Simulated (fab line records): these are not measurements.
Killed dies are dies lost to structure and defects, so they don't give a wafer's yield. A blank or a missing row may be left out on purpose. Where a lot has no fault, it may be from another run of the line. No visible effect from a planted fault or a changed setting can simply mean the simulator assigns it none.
fab line records	flow nandHarc
record: lots: 5	wafers: 15	lastDay: 31
route steps=1302 shown A_SGD_CUT@901 END@1302
lots that met no fault: taken from a fault-free run of the same line
startH: start of the lot's first displayed wafer, in hours after the record's first day	waitH: time in hours since the lot's previous step	" the same as in the row above	L1.1+2: several wafers, shown together as one row	- either no value or no given start	* or withheld: withheld	< > ~ a bound
route shown NAME@n: names a module that has steps shown in the file, with the first one's number in the route	usual: mean and standard deviation over wafers with no fault	same: alike in all rows	chamber/n: place in a boat	sites: readings site by site	_std_site: how widely they spread, as a standard deviation	_edge_site: the outer-site mean with the inner-site mean subtracted	radiusMm: for every site, how far away it sits from the centre of the wafer	mask NAME#n: copy n	behind: the last tool/chamber to shape the wafer	hold: what put the lot on hold/how long, in hours/how the hold closed	device: the n, p or np transistor that did not switch	end of line: the same wafers' tests at the end of the route	a step with no rows: only its recipe	killed: the dies lost at the first sort to structure and to defects; this is not the yield of the wafer	map: a wafer's dies, x killed, . not, _ none there
set.NAME: the run value of the setting; set.NAME@STEP: its run value at that earlier step	model.NAME: the simulator's own value behind a step, which no gauge read
lots seen at some steps along the route; tables by step, rows by wafer
services: a tool's chamber out of use, with start hour (startH, from the record's first day; less than 0 if before it), hours out, and reason
== steps ==
step: NHARC_A_SGD_CUT_CD_MEAS_09
recipe: targetCdNm: 100	landingEnergyEv: 500
usual: cdNm: 100.1/0.68
lot.wafer	tool	chamber	startH	waitH	cdNm
L328.1	cdSem-01	0	439.66	-	100.7
L328.2	"	0	"	"	100.2
L328.4	"	0	"	"	99.8
L329.1	cdSem-02	0	459.14	-	100.9
L329.2	"	0	"	"	99.9
L329.4	"	0	"	"	100.1
L339.1	cdSem-01	0	538.13	-	101.1
L339.3	"	0	"	"	100.3
L339.4	"	0	"	"	101.0
L338.1	cdSem-02	0	554.88	-	99.5
L338.2	"	0	"	"	100.6
L338.6	"	0	"	"	100.5
L345.3	cdSem-03	0	610.48	-	99.6
L345.4	"	0	"	"	97.9
L345.6	"	0	"	"	99.1
step: NHARC_A_SGD_CUT_OVL_MEAS_10
usual: overlayXNm: 0.1/1.1	overlayYNm: 0.2/0.87
lot.wafer	tool	chamber	startH	waitH	overlayXNm	overlayYNm
L328.1	overlay-02	-	439.75	-	0.5	-0.3
L328.2	"	-	"	"	1.0	0.0
L328.4	"	-	"	"	0.7	0.3
L329.1	overlay-01	-	459.23	-	1.7	0.9
L329.2	"	-	"	"	1.6	0.5
L329.4	"	-	"	"	1.5	0.4
L339.1	overlay-02	-	538.22	-	-0.3	1.0
L339.3	"	-	"	"	-1.0	0.3
L339.4	"	-	"	"	-1.1	0.2
L338.1	overlay-01	-	554.97	-	0.0	-1.4
L338.2	"	-	"	"	-0.1	-1.5
L338.6	"	-	"	"	0.0	-0.8
L345.3	overlay-01	-	610.57	-	1.6	-0.1
L345.4	"	-	"	"	1.1	-0.4
L345.6	"	-	"	"	0.8	0.2
step: NHARC_A_SGD_CUT_INSPECT_11
usual: rawDefectCount: 58/32
lot.wafer	tool	chamber	startH	waitH	rawDefectCount
L328.1	defectInspect-01	-	439.78	0.0	118
L328.2	"	-	"	"	127
L328.4	"	-	"	"	112
L329.1	defectInspect-02	-	459.27	0.0	110
L329.2	"	-	"	"	114
L329.4	"	-	"	"	105
L339.1	defectInspect-02	-	538.25	0.0	32
L339.3	"	-	"	"	26
L339.4	"	-	"	"	35
L338.1	defectInspect-02	-	555.01	0.0	64
L338.2	"	-	"	"	64
L338.6	"	-	"	"	52
L345.3	defectInspect-01	-	610.60	0.0	44
L345.4	"	-	"	"	54
L345.6	"	-	"	"	62
step: NHARC_A_SGD_CUT_DESCUM_14
recipe: timeS: 3	o2FlowSccm: 200	arFlowSccm: 0	biasPowerW: 0	chemistry: O2
usual: drypumpMotorCurrentA: 6.0/0.43	oesProductAu: 1.000/0.011	rfVppV: 57.7/0.82	showerheadPlenumPTorr: 1.89/0.061	throttleValvePct: 11.311/0.0081
same: biasPowerW: 0
lot.wafer	tool	chamber	startH	waitH	drypumpMotorCurrentA	oesProductAu	rfHoursCounterH	rfVppV	showerheadPlenumPTorr	throttleValvePct
L328.2	rieDiel-02	3	439.85	0.1	5.4	1.013	2	57.9	1.91	11.305
L328.1	"	0	"	"	6.5	0.994	2	57.8	1.84	11.312
L328.4	"	1	"	"	5.9	1.001	1	58.3	1.79	11.293
L329.2	rieDiel-12	1	459.33	0.1	6.4	0.997	0	59.3	2.02	11.307
L329.1	"	2	"	"	5.7	1.017	0	57.4	1.91	11.323
L329.4	"	3	"	"	5.9	0.999	0	57.7	1.89	11.307
L339.1	rieDiel-13	1	538.31	0.1	5.7	1.001	1	57.4	1.88	11.297
L339.3	"	2	"	"	6.0	0.985	1	57.8	1.81	11.321
L339.4	"	0	"	"	6.2	0.984	1	57.1	1.95	11.318
L338.2	rieDiel-12	3	555.07	0.1	5.9	0.996	8	58.4	1.88	11.309
L338.1	"	2	"	"	5.7	1.005	10	56.8	1.91	11.314
L338.6	"	0	"	"	6.8	0.984	-	57.0	1.85	11.305
L345.4	rieDiel-02	2	610.67	0.1	5.7	1.010	3	56.5	1.88	11.314
L345.3	"	0	"	"	6.5	0.990	3	58.8	1.83	11.314
L345.6	"	1	"	"	5.9	1.009	-	57.6	1.79	11.309
step: NHARC_A_SGD_CUT_ETCH_58
recipe: targetDepthA: 390	overEtchFrac: 0.3	timeS: 65	ionEnergyEv: 80	cf4FlowSccm: 150	arFlowSccm: 0	rfW: 300	biasW: 100	chemistry: CF4
step: NHARC_A_SGD_CUT_ETCH_59
recipe: targetDepthA: 2600	overEtchFrac: 0.25	timeS: 406.25	ionEnergyEv: 200	n2FlowSccm: 150	h2FlowSccm: 150	arFlowSccm: 0	rfW: 400	biasW: 150	chemistry: N2/H2
usual: biasW: 150.0/0.43	drypumpMotorCurrentA: 6.1/0.45	oesProductAu: 0.999/0.013	rfVppV: 429.9/2.1	showerheadPlenumPTorr: 2.01/0.072	throttleValvePct: 14.171/0.0092
lot.wafer	tool	chamber	startH	waitH	biasW	drypumpMotorCurrentA	oesProductAu	rfHoursCounterH	rfVppV	showerheadPlenumPTorr	throttleValvePct
L328.1	rieDiel-02	0	-	-	150.5	6.5	0.988	2	428.9	1.96	14.182
L328.4	"	1	"	"	150.3	5.9	1.002	1	426.9	1.91	14.174
L328.2	"	2	"	"	150.3	5.7	0.996	2	429.7	2.01	14.166
L329.4	rieDiel-12	0	-	-	149.8	6.8	0.982	0	427.7	1.97	14.162
L329.2	"	1	"	"	149.9	6.4	1.000	0	432.6	2.16	14.174
L329.1	"	2	"	"	150.3	5.7	1.011	0	431.1	2.04	14.168
L339.3	rieDiel-13	2	-	-	149.7	6.0	0.978	1	427.4	1.92	14.171
L339.4	"	3	"	"	150.5	5.4	0.967	1	432.8	2.14	14.187
L339.1	"	0	"	"	149.9	6.2	0.970	1	431.7	2.08	14.152
L338.2	rieDiel-12	1	-	-	150.5	6.4	1.013	10	432.1	2.15	14.158
L338.1	"	2	"	"	150.1	5.7	1.018	10	431.8	2.03	14.181
L338.6	"	2	"	"	149.7	5.7	1.005	-	431.1	2.03	14.174
L345.4	rieDiel-02	0	-	-	149.5	6.5	0.994	3	428.2	1.95	14.178
L345.3	"	2	"	"	150.0	5.7	1.007	3	429.1	2.01	14.162
L345.6	"	3	"	"	150.8	5.4	1.007	-	431.6	2.04	14.170
step: NHARC_A_SGD_CUT_ETCH_15
recipe: targetDepthA: 750	timeS: 64.3	ch3fFlowSccm: 50	o2FlowSccm: 30	arFlowSccm: 200	rfW: 500	biasW: 100	chemistry: CH3F/O2
usual: biasW: 100.0/0.31	drypumpMotorCurrentA: 6.0/0.44	oesProductAu: 0.963/0.015	rfVppV: 263.4/1.5	showerheadPlenumPTorr: 2.43/0.078	throttleValvePct: 20.663/0.0088
lot.wafer	tool	chamber	startH	waitH	biasW	drypumpMotorCurrentA	oesProductAu	rfHoursCounterH	rfVppV	showerheadPlenumPTorr	throttleValvePct
L328.1	rieDiel-02	3	-	-	100.2	5.4	0.972	2	264.2	2.46	20.662
L328.4	"	0	"	"	100.0	6.5	0.975	2	263.8	2.36	20.657
L328.2	"	1	"	"	99.6	5.9	0.990	2	261.8	2.31	20.652
L329.2	rieDiel-12	1	-	-	99.7	6.4	0.956	0	265.6	2.59	20.645
L329.4	"	2	"	"	100.2	5.7	0.972	0	264.9	2.46	20.659
L329.1	"	3	"	"	99.9	6.0	0.970	0	263.3	2.43	20.671
L339.3	rieDiel-13	3	-	-	100.4	5.4	0.943	1	264.1	2.57	20.661
L339.4	"	1	"	"	99.8	5.7	0.956	1	264.4	2.41	20.667
L339.1	"	2	"	"	100.4	6.0	0.949	1	262.7	2.33	20.673
L338.2	rieDiel-12	3	-	-	100.4	6.0	0.951	8	261.2	2.42	20.662
L338.1	"	2	"	"	99.5	5.7	0.957	10	263.1	2.45	20.674
L338.6	"	3	"	"	100.0	6.0	0.945	-	263.0	2.42	20.672
L345.4	rieDiel-02	2	-	-	99.6	5.7	0.961	3	263.3	2.42	20.666
L345.3	"	0	"	"	100.5	6.5	0.958	3	262.0	2.36	20.674
L345.6	"	1	"	"	99.6	5.9	0.965	-	261.7	2.30	20.652
step: NHARC_A_SGD_CUT_ETCH_16
recipe: targetDepthA: 3105	timeS: 155.2	c4f8FlowSccm: withheld	o2FlowSccm: 8	arFlowSccm: withheld	rfW: 600	biasW: 800	chemistry: C4F8/O2/Ar
usual: biasW: 799.8/2.5	oesProductAu: 0.974/0.012	rfVppV: 722/3.5
lot.wafer	tool	chamber	startH	waitH	biasW	oesProductAu	rfHoursCounterH	rfVppV
L328.1	rieDiel-02	0	-	-	802.3	0.984	2	720
L328.4	"	1	"	"	795.4	0.982	2	717
L328.2	"	2	"	"	801.9	0.973	2	721
L329.4	rieDiel-12	2	-	-	799.6	0.984	0	723
L329.2	"	3	"	"	798.5	0.982	0	721
L329.1	"	0	"	"	798.6	0.988	0	719
L339.3	rieDiel-13	2	-	-	797.1	0.957	1	719
L339.1	"	0	"	"	799.6	0.965	1	725
L339.4	"	1	"	"	800.5	0.967	1	722
L338.1	rieDiel-12	3	-	-	802.0	0.961	8	723
L338.2	"	0	"	"	799.0	0.971	11	721
L338.6	"	1	"	"	802.0	0.966	-	728
L345.3	rieDiel-02	3	-	-	801.8	0.982	4	724
L345.4	"	1	"	"	796.6	0.988	3	717
L345.6	"	2	"	"	797.8	0.976	-	722
step: NHARC_A_SGD_CUT_STRIP_60
recipe: c4f8FlowSccm: withheld	o2FlowSccm: 8	arFlowSccm: withheld	biasW: 0	chemistry: C4F8/O2/Ar
step: NHARC_A_SGD_CUT_STRIP_17
recipe: o2FlowSccm: 500	arFlowSccm: 0	biasW: 0	chemistry: O2
usual: drypumpMotorCurrentA: 6.0/0.45	oesProductAu: 1.001/0.012	rfVppV: 57.7/0.75	showerheadPlenumPTorr: 3.48/0.11	throttleValvePct: 17.037/0.0091
same: biasW: 0
lot.wafer	tool	chamber	startH	waitH	drypumpMotorCurrentA	oesProductAu	rfHoursCounterH	rfVppV	showerheadPlenumPTorr	throttleValvePct
L328.1	rieDiel-02	3	-	-	5.4	1.006	2	57.3	3.53	17.028
L328.4	"	0	"	"	6.5	0.994	2	58.0	3.40	17.060
L328.2	"	1	"	"	5.9	0.994	2	57.4	3.32	17.051
L329.4	rieDiel-12	1	-	-	6.4	0.994	1	59.1	3.71	17.037
L329.1	"	2	"	"	5.7	1.007	0	58.3	3.52	17.048
L329.2	"	3	"	"	6.0	0.998	0	58.7	3.48	17.038
L339.4	rieDiel-13	1	-	-	5.8	1.001	1	57.7	3.46	17.041
L339.3	"	3	"	"	5.4	0.977	1	59.5	3.68	17.028
L339.1	"	0	"	"	6.3	0.978	1	59.6	3.59	17.044
L338.2	rieDiel-12	0	-	-	6.8	0.991	11	58.2	3.42	17.038
L338.1	"	1	"	"	6.4	0.995	10	57.8	3.70	17.028
L338.6	"	3	"	"	6.0	0.994	-	58.1	3.48	17.031
L345.4	rieDiel-02	1	-	-	6.0	1.011	3	56.9	3.31	17.052
L345.3	"	3	"	"	5.4	1.021	4	57.3	3.52	17.045
L345.6	"	1	"	"	5.9	1.013	-	57.3	3.31	17.039
step: NHARC_A_SGD_CUT_PRECLEAN_18
recipe: timeS: *	tempC: 50	bathAgeMin: 0	chemistry: SC1
step: NHARC_A_SGD_CUT_SRD_19
step: NHARC_A_SGD_CUT_DEP_20
recipe: targetThkA: 1500	tempC: 65	material: SiO2
lot.wafer	tool	chamber	startH	waitH
L328.1+2+4	fcvd-01	0,1,1	440.96	-
L329.1+2+4	fcvd-02	1,0,1	463.00	-
L339.1+4+3	fcvd-01	0,0,1	539.44	-
L338.1+2+6	fcvd-02	0,1,0	556.18	-
L345.3+4+6	fcvd-02	0,1,0	611.83	-
step: NHARC_A_SGD_CUT_ANNEAL_27
recipe: tempC: 450	timeS: 1800
step: NHARC_A_SGD_CUT_CMP_21
recipe: targetThkNm: 148.19
usual: edgeZonePressureFrac: 1.000/0.0055	motorCurrentA: 12.3/1.4	slurryFlowMlMin: 150.0/0.47	timeToEndpointS: 49/4.2
lot.wafer	tool	chamber	startH	waitH	edgeZonePressureFrac	motorCurrentA	slurryFlowMlMin	timeToEndpointS
L328.1	cmp-04	3	447.39	0.4	1.007	15.2	150.4	52
L328.4	"	0	"	"	1.003	12.7	150.1	57
L328.2	"	2	"	"	1.000	13.3	149.9	54
L329.4	cmp-01	1	468.01	0.4	0.998	10.9	150.6	51
L329.1	"	2	"	"	0.998	10.8	149.3	42
L329.2	"	0	"	"	1.000	10.8	149.7	53
L339.4	cmp-04	2	546.32	0.4	0.992	14.2	150.4	48
L339.3	"	3	"	"	1.004	13.9	149.8	49
L339.1	"	0	"	"	0.999	12.3	149.2	55
L338.2	cmp-01	1	563.17	0.4	0.998	10.7	150.7	45
L338.1	"	3	"	"	1.000	12.3	150.4	44
L338.6	"	2	"	"	1.007	10.9	149.9	39
L345.3	cmp-01	3	616.59	0.4	0.999	12.1	150.5	34
L345.4	"	1	"	"	0.999	10.4	149.3	47
L345.6	"	3	"	"	0.989	12.4	150.9	36
step: NHARC_A_SGD_CUT_THK_MEAS_22
recipe: thkMeasGauge: ellipsometry
usual: thkNm: 147.7/1.6
lot.wafer	tool	chamber	startH	waitH	thkNm
L328.1	filmMetro-01	-	447.64	0.2	148.6
L328.2	"	-	"	"	149.7
L328.4	"	-	"	"	149.2
L329.1	filmMetro-02	-	468.27	0.2	149.2
L329.2	"	-	"	"	147.6
L329.4	"	-	"	"	147.8
L339.1	filmMetro-02	-	546.59	0.2	149.3
L339.3	"	-	"	"	148.6
L339.4	"	-	"	"	147.8
L338.1	filmMetro-02	-	563.42	0.2	144.2
L338.2	"	-	"	"	148.8
L338.6	"	-	"	"	144.2
L345.3	filmMetro-02	-	616.83	0.2	107.9
L345.4	"	-	"	"	146.1
L345.6	"	-	"	"	110.6
step: NHARC_A_SGD_CUT_SRD_23
step: NHARC_END_SORT_01
recipe: tempC: 25
usual: killedAtArray: 55/19	killedAtOther: 0.9/1.4	killedAtPeriphery: 3.8/2.9	killedDies: 60/19	killedOpen: 3.3/1.8	killedShort: 2.6/1.6
same: grossDies: 677
lot.wafer	tool	chamber	startH	waitH	killedAtArray	killedAtOther	killedAtPeriphery	killedDies	killedOpen	killedShort
L328.1	prober-02	0	569.24	2.5	74	0	3	77	3	4
L328.2	prober-02	0	570.03	2.8	81	1	5	87	5	1
L328.4	prober-02	0	571.60	3.4	67	0	0	67	2	1
L329.1	prober-01	0	588.66	2.5	60	3	0	63	2	2
L329.2	prober-01	0	589.46	2.8	83	1	3	87	3	5
L329.4	prober-01	0	591.06	3.4	79	2	1	82	2	3
L339.1	prober-02	0	667.92	2.5	34	0	12	46	2	2
L339.3	prober-02	0	669.50	3.1	28	0	11	39	5	3
L339.4	prober-02	0	670.30	3.4	44	0	11	55	4	2
L338.1	prober-02	0	687.42	2.5	73	1	4	78	5	3
L338.2	prober-02	0	688.21	2.8	64	3	3	70	2	2
L338.6	prober-02	0	691.35	3.9	60	1	4	65	4	4
L345.3	prober-01	0	736.61	3.1	50	1	3	54	3	0
L345.4	prober-01	0	737.41	3.4	71	2	1	74	2	1
L345.6	prober-01	0	739.00	4.0	70	1	2	73	5	1
killed by level:class
L328.1 A_CHANNEL_HOLE_D2:chamberFilmFlake=28 A_CHANNEL_HOLE_D1:chamberFilmFlake=26 A_STAIRCASE:chamberFilmFlake=5 A_CONTACT:chamberFilmFlake=4 A_ONON_D1:geometricParticle:short=2 A_CHANNEL_FILL_D1:chamberFilmFlake=2 A_M0:chamberFilmFlake=2 P_STI:geometricParticle:open=1
L328.2 A_CHANNEL_HOLE_D2:chamberFilmFlake=33 A_CHANNEL_HOLE_D1:chamberFilmFlake=29 A_STAIRCASE:chamberFilmFlake=5 A_WL_FILL:chamberFilmFlake=3 P_STI:chamberFilmFlake=2 A_ZERO_WELL:chamberFilmFlake=2 A_CHANNEL_FILL_D1:chamberFilmFlake=2 A_M0:chamberFilmFlake=2
L328.4 A_CHANNEL_HOLE_D2:chamberFilmFlake=22 A_CHANNEL_HOLE_D1:chamberFilmFlake=21 A_STAIRCASE:chamberFilmFlake=8 A_WL_FILL:chamberFilmFlake=4 A_M0:chamberFilmFlake=4 A_CHANNEL_FILL_D1:chamberFilmFlake=2 A_ONON_D1:geometricParticle:short=1 A_CHANNEL_FILL_D2:geometricParticle:open=1
L329.1 A_CHANNEL_HOLE_D2:chamberFilmFlake=26 A_CHANNEL_HOLE_D1:chamberFilmFlake=23 A_CONTACT:chamberFilmFlake=4 A_SGD_CUT:chamberFilmFlake=2 THIN_TSV:chamberFilmFlake=2 A_CHANNEL_FILL_D2:geometricParticle:open=1 A_BLC:geometricParticle:short=1 A_BLC:geometricParticle:open=1
L329.2 A_CHANNEL_HOLE_D1:chamberFilmFlake=39 A_CHANNEL_HOLE_D2:chamberFilmFlake=22 A_CONTACT:chamberFilmFlake=9 A_STAIRCASE:chamberFilmFlake=4 A_SGD_CUT:chamberFilmFlake=2 P_GATE:geometricParticle:short=1 P_M1:geometricParticle:open=1 A_ONON_D1:geometricParticle:short=1
L329.4 A_CHANNEL_HOLE_D2:chamberFilmFlake=29 A_CHANNEL_HOLE_D1:chamberFilmFlake=26 A_CONTACT:chamberFilmFlake=13 A_STAIRCASE:chamberFilmFlake=2 A_SGD_CUT:chamberFilmFlake=2 THIN_TSV:chamberFilmFlake=2 P_M1:geometricParticle:open=1 A_SGD_CUT:geometricParticle:short=1
L339.1 A_CHANNEL_HOLE_D2:chamberFilmFlake=14 A_SLIT:chamberFilmFlake=7 A_CONTACT:chamberFilmFlake=6 P_GATE:chamberFilmFlake=4 P_BONDPAD:chamberFilmFlake=4 A_CHANNEL_HOLE_D1:chamberFilmFlake=4 P_M0:geometricParticle:open=1 P_M0:geometricParticle:short=1
L339.3 A_CHANNEL_HOLE_D2:chamberFilmFlake=6 P_GATE:chamberFilmFlake=5 A_CHANNEL_HOLE_D1:chamberFilmFlake=5 A_CONTACT:chamberFilmFlake=5 A_SLIT:chamberFilmFlake=4 P_BONDPAD:chamberFilmFlake=3 A_STAIRCASE:chamberFilmFlake=2 P_GATE:geometricParticle:open=1
L339.4 A_CHANNEL_HOLE_D2:chamberFilmFlake=12 A_CHANNEL_HOLE_D1:chamberFilmFlake=7 A_STAIRCASE:chamberFilmFlake=6 A_CONTACT:chamberFilmFlake=5 A_SLIT:chamberFilmFlake=4 P_STI:chamberFilmFlake=3 P_GATE:chamberFilmFlake=3 P_BONDPAD:chamberFilmFlake=3
L338.1 A_CHANNEL_HOLE_D1:chamberFilmFlake=29 A_SLIT:chamberFilmFlake=24 A_WL_FILL:chamberFilmFlake=5 P_GATE:chamberFilmFlake=3 A_ONON_D1:geometricParticle:open=2 A_BLC:geometricParticle:open=2 A_STAIRCASE:chamberFilmFlake=2 A_CONTACT:chamberFilmFlake=2
L338.2 A_CHANNEL_HOLE_D1:chamberFilmFlake=37 A_SLIT:chamberFilmFlake=18 THIN_TSV:chamberFilmFlake=3 A_STAIRCASE:chamberFilmFlake=2 A_CONTACT:chamberFilmFlake=2 P_ZERO_WELL:geometricParticle:short=1 A_DECK1_JOINT:geometricParticle:open=1 A_CHANNEL_FILL_D2:geometricParticle:open=1
L338.6 A_CHANNEL_HOLE_D1:chamberFilmFlake=26 A_SLIT:chamberFilmFlake=19 A_CHANNEL_FILL_D1:chamberFilmFlake=4 A_ONON_D1:geometricParticle:short=3 P_M1:chamberFilmFlake=2 A_CONTACT:chamberFilmFlake=2 P_M0:geometricParticle:open=1 A_SOURCE_PLATE:geometricParticle:open=1
L345.3 A_CHANNEL_HOLE_D1:chamberFilmFlake=22 A_SLIT:chamberFilmFlake=18 A_CONTACT:chamberFilmFlake=3 P_M0:geometricParticle:open=2 A_CHANNEL_FILL_D1:chamberFilmFlake=2 A_DECK1_JOINT:chamberFilmFlake=2 A_STAIRCASE:chamberFilmFlake=2 A_M0:geometricParticle:open=1
L345.4 A_CHANNEL_HOLE_D1:chamberFilmFlake=31 A_SLIT:chamberFilmFlake=28 A_CONTACT:chamberFilmFlake=5 A_STAIRCASE:chamberFilmFlake=4 THIN_TSV:chamberFilmFlake=2 P_GATE:geometricParticle:open=1 A_DECK1_JOINT:geometricParticle:short=1 A_CONTACT:geometricParticle:open=1
L345.6 A_CHANNEL_HOLE_D1:chamberFilmFlake=34 A_SLIT:chamberFilmFlake=21 A_STAIRCASE:chamberFilmFlake=4 A_CONTACT:chamberFilmFlake=4 P_CONTACT:geometricParticle:open=1 P_M2:geometricParticle:open=1 A_SOURCE_PLATE:geometricParticle:short=1 A_ONON_D2:geometricParticle:open=1
== services ==
tool	chamber	startH	hours	kind
fcvd-02	0	420.89	6.9	repair
rieDiel-13	1	425.11	18.1	repair
cmp-04	-	445.16	1.7	repair
rieDiel-12	-	445.75	9.0	pm
fcvd-02	-	450.00	13.0	pm
fcvd-01	-	450.58	35.4	repair
rieDiel-02	-	453.64	6.2	repair
cmp-01	-	472.38	5.8	repair
rieDiel-13	2	479.21	5.5	repair
cmp-01	-	481.71	4.0	pm
cmp-04	-	508.91	4.0	pm
rieDiel-12	3	512.50	22.2	repair
rieDiel-13	-	519.00	9.0	pm
rieDiel-12	1	523.18	2.4	repair
cmp-01	-	532.66	0.5	repair
fcvd-01	-	547.00	13.0	pm
cmp-01	-	567.73	1.4	repair
rieDiel-02	-	570.70	9.0	pm
cmp-01	-	579.71	4.0	pm
fcvd-01	-	598.46	2.9	repair
cmp-01	-	599.68	1.8	repair
cmp-04	-	601.56	0.4	repair
cmp-01	-	604.88	2.2	repair
rieDiel-02	3	615.59	4.1	repair
== key ==
firstSign: step: NHARC_A_SGD_CUT_CMP_21	reading: timeToEndpointS	direction: down	sigmas: 3.3	usual: *	struck: *
effect: step: NHARC_A_SGD_CUT_THK_MEAS_22	reading: thkNm	direction: down	sigmas: 25	usual: 147.7	struck: 109.3
metAt NHARC_A_SGD_CUT_DEP_20
struckWafers L345.3,L345.6
testerLeftOut L345
onsetBetween 556.18 611.83
fault: kind: processParameterDrift	tool: fcvd-02	chamber: 0	onsetH: 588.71	steps: NHARC_A_SGD_CUT_DEP_20	channel: targetThkA	offset: *	shape: step	endH: 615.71	actsIn: *	stated: *
testerLeftOut: of these lots the tester's yield and bins aren't shown, on N5 and GAA mostly nor the transistor test; their killed dies are dies lost to structure and defects alone, not to doping, threshold or leakage, so they don't give the yield
